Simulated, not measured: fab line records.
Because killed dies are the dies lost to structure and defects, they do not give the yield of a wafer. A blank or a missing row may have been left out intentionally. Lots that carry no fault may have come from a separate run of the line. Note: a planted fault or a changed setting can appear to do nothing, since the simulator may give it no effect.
The tool behind it: which one? -- flow nand_harc -- 24 lots with 72 wafers sampled at 3 steps, on a route of 1302 steps

== WHAT THE GAUGES SHOWED, per wafer ==
NHARC_A_CONTACT_CD_MEAS_53.
lot,measured,on,cd_nm (nm)
L074,day 22 06:17,cd_sem-03,289.6 290.1 290.4
L077,day 22 15:10,cd_sem-01,289.6 289.5 290.0
L075,day 22 16:02,cd_sem-01,288.5 288.7 288.3
L076,day 22 19:01,cd_sem-02,289.5 289.6 289.3
L078,day 23 15:43,cd_sem-02,291.0 289.6 290.2
L079,day 23 17:27,cd_sem-03,289.7 289.3 290.2
L080,day 24 02:14,cd_sem-02,289.4 290.4 290.0
L081,day 24 22:59,cd_sem-02,290.1 290.0 289.7
L082,day 25 03:28,cd_sem-02,288.2 287.5 288.4
L083,day 25 11:21,cd_sem-03,289.5 289.7 289.6
L084,day 25 11:50,cd_sem-03,290.1 289.3 290.2
L086,day 25 17:46,cd_sem-02,287.4 287.8 288.2
L085,day 26 01:41,cd_sem-03,289.9 289.8 290.1
L087,day 27 04:08,cd_sem-02,289.6 289.8 289.9
L088,day 27 10:40,cd_sem-02,287.7 288.2 287.8
L089,day 27 10:49,cd_sem-02,289.0 288.6 288.6
L090,day 28 12:03,cd_sem-02,289.2 288.7 289.4
L093,day 29 00:25,cd_sem-03,290.8 290.8 291.1
L092,day 29 04:27,cd_sem-01,290.0 289.5 289.1
L091,day 29 11:01,cd_sem-01,289.3 288.2 288.8
L094,day 29 13:02,cd_sem-02,288.3 288.2 288.7
L095,day 30 15:58,cd_sem-02,287.8 288.5 288.4
L096,day 30 22:33,cd_sem-02,290.0 290.1 289.7
L097,day 30 22:51,cd_sem-02,289.3 289.2 289.8

NHARC_A_CONTACT_OVL_MEAS_70.
lot,measured,on,overlay_x_nm (nm),overlay_y_nm (nm)
L074,day 22 13:07,overlay-02,-0.3 -0.8 -0.6,-0.5 0.3 0.1
L077,day 22 20:07,overlay-02,0.2 0.6 0.1,-1.0 0.0 -0.6
L075,day 22 21:07,overlay-01,-0.4 -0.8 -1.0,-1.1 0.0 -1.2
L076,day 23 00:10,overlay-01,-0.9 -0.8 -0.6,-0.2 0.4 0.3
L078,day 23 20:56,overlay-02,1.3 2.1 1.5,-0.9 -1.1 -0.7
L079,day 24 00:01,overlay-01,0.9 1.0 1.4,-1.6 -1.2 -0.7
L080,day 24 09:38,overlay-02,0.5 0.9 0.5,1.0 1.4 0.5
L081,day 25 03:49,overlay-02,0.7 0.6 0.2,1.6 1.5 1.6
L082,day 25 09:49,overlay-01,0.1 -0.1 0.3,-0.2 0.2 -0.1
L083,day 25 16:20,overlay-02,-0.4 -0.4 -0.2,0.3 0.8 0.6
L084,day 25 18:52,overlay-02,-0.6 -0.1 -0.2,1.0 1.0 1.4
L086,day 25 22:45,overlay-01,-1.0 -0.5 -0.4,-0.3 -0.2 -0.1
L085,day 26 08:02,overlay-02,0.8 1.1 0.5,0.2 0.0 0.0
L087,day 27 12:29,overlay-02,1.4 2.0 1.7,-0.8 -0.7 -0.7
L088,day 27 15:52,overlay-02,-0.3 -0.4 0.2,0.2 0.5 0.5
L089,day 27 17:09,overlay-01,0.7 0.7 0.2,1.4 1.7 1.4
L090,day 28 18:38,overlay-01,-0.3 0.0 -0.1,0.3 0.0 0.2
L093,day 29 10:49,overlay-02,-1.6 -0.9 -1.7,-0.4 -0.2 -0.8
L092,day 29 12:44,overlay-02,-0.6 -0.6 -0.1,1.4 0.9 1.1
L091,day 29 16:04,overlay-01,-0.5 -0.8 -0.6,2.0 2.4 1.7
L094,day 29 19:01,overlay-01,0.6 0.3 0.4,-1.3 -1.0 -0.7
L095,day 30 20:55,overlay-01,-0.1 -0.4 -0.3,0.3 0.8 0.9
L096,day 31 03:26,overlay-01,-0.1 -0.3 0.6,1.1 -0.1 0.3
L097,day 31 03:53,overlay-02,0.6 0.4 0.6,0.2 0.1 0.3

== TOOL THAT RAN EACH LOT (tool first, then ch and the chambers of the sampled wafers, then the start) ==
lot,NHARC_A_CONTACT_ETCH_50
L074,"rie_diel-08 ch 0,1,2, day 22 06:17 or earlier"
L077,"rie_diel-08 ch 1,2, day 22 15:10 or earlier"
L075,"rie_diel-08 ch 2,3, day 22 16:02 or earlier"
L076,"rie_diel-01 ch 0,1,2, day 22 19:01 or earlier"
L078,"rie_diel-08 ch 1,2,3, day 23 15:43 or earlier"
L079,"rie_diel-08 ch 0,1, day 23 17:27 or earlier"
L080,"rie_diel-12 ch 1,2,3, day 24 02:14 or earlier"
L081,"rie_diel-01 ch 2,3, day 24 22:59 or earlier"
L082,"rie_diel-08 ch 1,2, day 25 03:28 or earlier"
L083,"rie_diel-12 ch 0,2,3, day 25 11:21 or earlier"
L084,"rie_diel-08 ch 1,2, day 25 11:50 or earlier"
L086,"rie_diel-12 ch 0,1,3, day 25 17:46 or earlier"
L085,"rie_diel-08 ch 0,3, day 26 01:41 or earlier"
L087,"rie_diel-01 ch 1,2,3, day 27 04:08 or earlier"
L088,"rie_diel-01 ch 1,2,3, day 27 10:40 or earlier"
L089,"rie_diel-08 ch 0,2, day 27 10:49 or earlier"
L090,"rie_diel-08 ch 0,1,2, day 28 12:03 or earlier"
L093,"rie_diel-01 ch 1,2, day 29 00:25 or earlier"
L092,"rie_diel-12 ch 0,1,3, day 29 04:27 or earlier"
L091,"rie_diel-01 ch 1,3, day 29 11:01 or earlier"
L094,"rie_diel-01 ch 1,2,3, day 29 13:02 or earlier"
L095,"rie_diel-08 ch 1,2, day 30 15:58 or earlier"
L096,"rie_diel-01 ch 1,2,3, day 30 22:33 or earlier"
L097,"rie_diel-08 ch 0,1,2, day 30 22:51 or earlier"
- NHARC_A_CONTACT_ETCH_50: etches the open film in CF4/CHF3, target depth 121 nm, time 60.5 s.

== WHAT THE TOOLS THEMSELVES READ (means of the sampled wafers that have a number; where no wafer has one, the mark that the record gives instead) ==
NHARC_A_CONTACT_ETCH_50.
lot,tool,drypump_motor_current_A (A),oes_product_au (a.u.),rf_vpp_V (V),showerhead_plenum_p_Torr (Torr),throttle_valve_pct (%)
L074,rie_diel-08,5.7,0.957,371.7,1.58,16.810
L077,rie_diel-08,5.8,0.969,370.9,1.58,16.796
L075,rie_diel-08,5.4,0.939,373.6,1.64,16.805
L076,rie_diel-01,5.7,0.919,371.7,1.59,16.807
L078,rie_diel-08,5.7,0.923,371.9,1.61,16.812
L079,rie_diel-08,5.9,0.969,370.2,1.55,16.813
L080,rie_diel-12,5.5,0.934,371.7,1.61,16.804
L081,rie_diel-01,5.9,0.958,368.8,1.52,16.794
L082,rie_diel-08,5.8,0.990,370.3,1.58,16.809
L083,rie_diel-12,5.5,0.923,370.0,1.55,16.813
L084,rie_diel-08,5.8,0.968,371.8,1.58,16.806
L086,rie_diel-12,5.4,0.922,371.7,1.61,16.806
L085,rie_diel-08,5.6,0.977,370.0,1.58,16.811
L087,rie_diel-01,5.8,0.962,370.3,1.57,16.804
L088,rie_diel-01,5.8,0.923,371.3,1.57,16.806
L089,rie_diel-08,5.4,0.934,372.6,1.61,16.802
L090,rie_diel-08,5.6,0.962,370.7,1.58,16.804
L093,rie_diel-01,5.9,0.926,371.3,1.60,16.810
L092,rie_diel-12,5.4,0.948,371.9,1.60,16.802
L091,rie_diel-01,5.7,0.926,369.1,1.54,16.803
L094,rie_diel-01,5.7,0.923,370.6,1.57,16.809
L095,rie_diel-08,5.6,0.944,371.4,1.61,16.796
L096,rie_diel-01,5.7,0.926,370.0,1.57,16.801
L097,rie_diel-08,5.7,0.942,370.3,1.58,16.793

== THE ANSWER, worked out from the rows above alone ==
Rule: the usual values come from the lots themselves. The widest of any qualifying gaps counts: lots, ordered by their means at a reading, are off when they make up no more than a third of the lots, leave a main group of 4 or more, and stand apart from it by 3 or more times the standard deviation of that group's means. The tables above print the reading to a certain number of digits; a main group whose means all agree to those digits is not used. A lot without any number at a reading at which 4 lots or more have one is off too. Any other lot the step has rows for is counted as sound. The gauges are gone through in route order, then the tools' own readings, and for those a lot's mean is taken as printed above. The first step at which some lot is off is used, and at that step the reading that is off furthest; a lot without a number counts as furthest.
No lot is off at any reading shown: from this, nothing can be told.

== WHAT THE SIMULATOR HAD INSERTED ==
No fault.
